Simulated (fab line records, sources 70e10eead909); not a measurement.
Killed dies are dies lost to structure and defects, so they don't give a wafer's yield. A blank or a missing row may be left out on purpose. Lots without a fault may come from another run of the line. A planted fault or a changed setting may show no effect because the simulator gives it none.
Which tool did it? | flow nand_harc | 12 lots, 36 wafers sampled, at 5 steps of a route of 1302

WHAT THE GAUGES READ, wafer by wafer
NHARC_END_SORT_01.
lot  | measured     | on        | killed_at_array | killed_at_other | killed_at_periphery | killed_dies | killed_open | killed_short
L232 | day 28 19:47 | prober-01 | 66 39 44        | 3 2 0           | 2 2 4               | 71 43 48    | 3 1 2       | 3 1 3
L234 | day 30 11:25 | prober-01 | 47 60 63        | 1 1 0           | 2 3 3               | 50 64 66    | 1 3 7       | 1 2 4
L242 | day 33 05:41 | prober-02 | 45 592 27       | 0 2 5           | 2 8 2               | 47 602 34   | 1 6 1       | 1 3 1
L243 | day 33 12:10 | prober-01 | 589 53 47       | 0 3 3           | 6 7 3               | 595 63 53   | 2 2 6       | 4 3 3
L244 | day 33 21:40 | prober-01 | 43 470 50       | 0 0 0           | 3 3 2               | 46 473 52   | 4 2 2       | 3 1 1

WHICH TOOL RAN EACH LOT (tool, then ch and the chambers of the sampled wafers, then the start)
lot  | NHARC_A_CONTACT_DEP_58          | NHARC_A_CONTACT_ETCH_75            | NHARC_A_CONTACT_ETCH_77            | NHARC_A_CONTACT_ETCH_129
L221 | pecvd-03 ch 0,1,2, day 21 10:50 | rie_diel-12 ch 0,1,3, day 21 11:49 | rie_diel-12 ch 0,2,3, day 21 12:15 | har_cap_etch-03 ch 0,1, day 21 14:11
L222 | pecvd-03 ch 0,1, day 22 06:13   | rie_diel-10 ch 2,3, day 22 07:13   | rie_diel-10 ch 0,3, day 22 07:39   | har_cap_etch-03 ch 0,1, day 22 09:35
L225 | pecvd-01 ch 0,1,2, day 22 17:43 | rie_diel-12 ch 0,1,3, day 22 18:43 | rie_diel-12 ch 0,1,3, day 22 19:10 | har_cap_etch-02 ch 0,1, day 22 21:04
L224 | pecvd-01 ch 0,1,2, day 23 11:57 | rie_diel-12 ch 0,1, day 23 12:49   | rie_diel-12 ch 0,1,2, day 23 13:16 | har_cap_etch-01 ch 0,1, day 23 15:11
L227 | pecvd-02 ch 1,2, day 24 02:49   | rie_diel-12 ch 0,1,3, day 24 03:37 | rie_diel-12 ch 1,2, day 24 04:03   | har_cap_etch-02 ch 1, day 24 05:58
L226 | pecvd-03 ch 0,2, day 24 13:28   | rie_diel-05 ch 0,2,3, day 24 14:28 | rie_diel-05 ch 0,1,2, day 24 14:56 | har_cap_etch-01 ch 0,1, day 24 16:53
L233 | pecvd-01 ch 0,1,2, day 26 07:05 | rie_diel-10 ch 1,2,3, day 26 08:05 | rie_diel-10 ch 0,1,3, day 26 08:32 | har_cap_etch-03 ch 0,1, day 26 10:28
L232 | pecvd-03 ch 0,2, day 26 08:32   | rie_diel-05 ch 0,2,3, day 26 09:32 | rie_diel-05 ch 0,2, day 26 09:58   | har_cap_etch-01 ch 1, day 26 11:53
L234 | pecvd-03 ch 0,1, day 27 18:07   | rie_diel-05 ch 0,1,3, day 27 19:11 | rie_diel-05 ch 1,2,3, day 27 19:38 | har_cap_etch-03 ch 0,1, day 27 21:37
L242 | pecvd-02 ch 0,1,2, day 30 14:22 | rie_diel-12 ch 0,3, day 30 15:22   | rie_diel-12 ch 0,1,3, day 30 15:49 | har_cap_etch-03 ch 1, day 30 17:45
L243 | pecvd-02 ch 0,1,2, day 30 22:52 | rie_diel-12 ch 0,1, day 30 23:50   | rie_diel-12 ch 0,1,3, day 31 00:17 | har_cap_etch-02 ch 0,1, day 31 02:16
L244 | pecvd-01 ch 1,2, day 31 09:01   | rie_diel-12 ch 0,1, day 31 09:58   | rie_diel-12 ch 0,1,2, day 31 10:25 | har_cap_etch-01 ch 0,1, day 31 12:22
- NHARC_A_CONTACT_DEP_58: deposits SiON, target thk 90 nm.
- NHARC_A_CONTACT_ETCH_75: etches the open film in CF4, target depth 39 nm, time 65 s.
- NHARC_A_CONTACT_ETCH_77: etches the open film in CF4/CHF3, target depth 108.9 nm, time 54.5 s.
- NHARC_A_CONTACT_ETCH_129: etches the open film in C4F8/O2/Ar, time 197 s, target depth 1918 nm.

WHAT THE TOOLS THEMSELVES READ (means of the sampled wafers that have a number; where no wafer has one, the mark that the record gives instead)
NHARC_A_CONTACT_DEP_58.
lot  | tool     | heater_power_w (W)
L221 | pecvd-03 | 777
L222 | pecvd-03 | 800
L225 | pecvd-01 | 722
L224 | pecvd-01 | 706
L227 | pecvd-02 | 766
L226 | pecvd-03 | 812
L233 | pecvd-01 | 709
L232 | pecvd-03 | 775
L234 | pecvd-03 | 833
L242 | pecvd-02 | 696
L243 | pecvd-02 | 664
L244 | pecvd-01 | 683

NHARC_A_CONTACT_ETCH_75.
lot  | tool        | cf4_flow_sccm (sccm) | drypump_motor_current_A (A) | oes_product_au (a.u.) | rf_vpp_V (V) | showerhead_plenum_p_Torr (Torr) | throttle_valve_pct (%)
L221 | rie_diel-12 | 150.0                | 5.68                        | 1.009                 | 151.2        | 1.80                            | 13.282
L222 | rie_diel-10 | 149.6                | 5.91                        | 1.013                 | 150.8        | 1.72                            | 13.277
L225 | rie_diel-12 | 150.6                | 5.66                        | 1.020                 | 151.7        | 1.80                            | 13.281
L224 | rie_diel-12 | 150.2                | 5.88                        | 1.011                 | 151.4        | 1.73                            | 13.279
L227 | rie_diel-12 | 149.9                | 5.67                        | 1.016                 | 150.9        | 1.80                            | 13.282
L226 | rie_diel-05 | 150.6                | 5.64                        | 1.001                 | 151.6        | 1.79                            | 13.287
L233 | rie_diel-10 | 149.8                | 5.60                        | 1.001                 | 152.1        | 1.82                            | 13.283
L232 | rie_diel-05 | 149.7                | 5.66                        | 1.010                 | 151.7        | 1.79                            | 13.283
L234 | rie_diel-05 | 150.1                | 5.51                        | 0.993                 | 151.0        | 1.78                            | 13.278
L242 | rie_diel-12 | 150.2                | 5.52                        | 1.004                 | 152.9        | 1.88                            | 13.285
L243 | rie_diel-12 | 149.8                | 5.73                        | 0.992                 | 152.5        | 1.90                            | 13.288
L244 | rie_diel-12 | 150.2                | 5.72                        | 0.991                 | 153.6        | 1.90                            | 13.287

NHARC_A_CONTACT_ETCH_77.
lot  | tool        | cf4_flow_sccm (sccm) | chf3_flow_sccm (sccm) | drypump_motor_current_A (A) | oes_product_au (a.u.) | rf_vpp_V (V) | showerhead_plenum_p_Torr (Torr) | throttle_valve_pct (%)
L221 | rie_diel-12 | 99.8                 | 29.90                 | 5.63                        | 0.927                 | 372          | 1.61                            | 16.807
L222 | rie_diel-10 | 100.3                | 30.02                 | 6.11                        | 0.928                 | 369          | 1.53                            | 16.792
L225 | rie_diel-12 | 100.3                | 29.94                 | 5.66                        | 0.933                 | 372          | 1.60                            | 16.814
L224 | rie_diel-12 | 100.1                | 30.00                 | 5.83                        | 0.932                 | 369          | 1.54                            | 16.808
L227 | rie_diel-12 | 100.0                | 30.01                 | 6.02                        | 0.934                 | 367          | 1.46                            | 16.802
L226 | rie_diel-05 | 99.8                 | 29.98                 | 5.47                        | 0.931                 | 370          | 1.55                            | 16.803
L233 | rie_diel-10 | 100.1                | 30.01                 | 5.79                        | 0.969                 | 372          | 1.62                            | 16.806
L232 | rie_diel-05 | 99.7                 | 30.04                 | 5.68                        | 0.981                 | 371          | 1.56                            | 16.795
L234 | rie_diel-05 | 99.9                 | 30.04                 | 5.44                        | 0.961                 | 371          | 1.57                            | 16.811
L242 | rie_diel-12 | 99.8                 | 29.91                 | 5.67                        | 0.887                 | 374          | 1.68                            | 16.800
L243 | rie_diel-12 | 99.4                 | 30.05                 | 5.68                        | 0.914                 | 373          | 1.68                            | 16.803
L244 | rie_diel-12 | 100.2                | 29.99                 | 5.83                        | 0.881                 | 371          | 1.62                            | 16.801

THE ANSWER, worked out from the rows above alone
Rule: what is usual is taken from the lots themselves. Put in order of their means at a reading, lots are off if they are a third of the lots or fewer, leave a main group of 4 or more, and stand apart from it by a gap of 3 or more times the standard deviation of the main group's means; of several such gaps the widest counts. A main group whose means are all the same, to the digits that the tables above print for the reading, isn't used. A lot without any number at a reading at which 4 lots or more have one is off too. The other lots that the step has rows for count as sound. The gauges are gone through in route order, then the tools' own readings, and for those a lot's mean is taken as printed above. The first step at which some lot is off is used, and at that step the reading that is off furthest; a lot without a number counts as furthest.
No lot is off at any reading shown: from this, nothing can be told.

WHAT THE SIMULATOR HAD PUT IN
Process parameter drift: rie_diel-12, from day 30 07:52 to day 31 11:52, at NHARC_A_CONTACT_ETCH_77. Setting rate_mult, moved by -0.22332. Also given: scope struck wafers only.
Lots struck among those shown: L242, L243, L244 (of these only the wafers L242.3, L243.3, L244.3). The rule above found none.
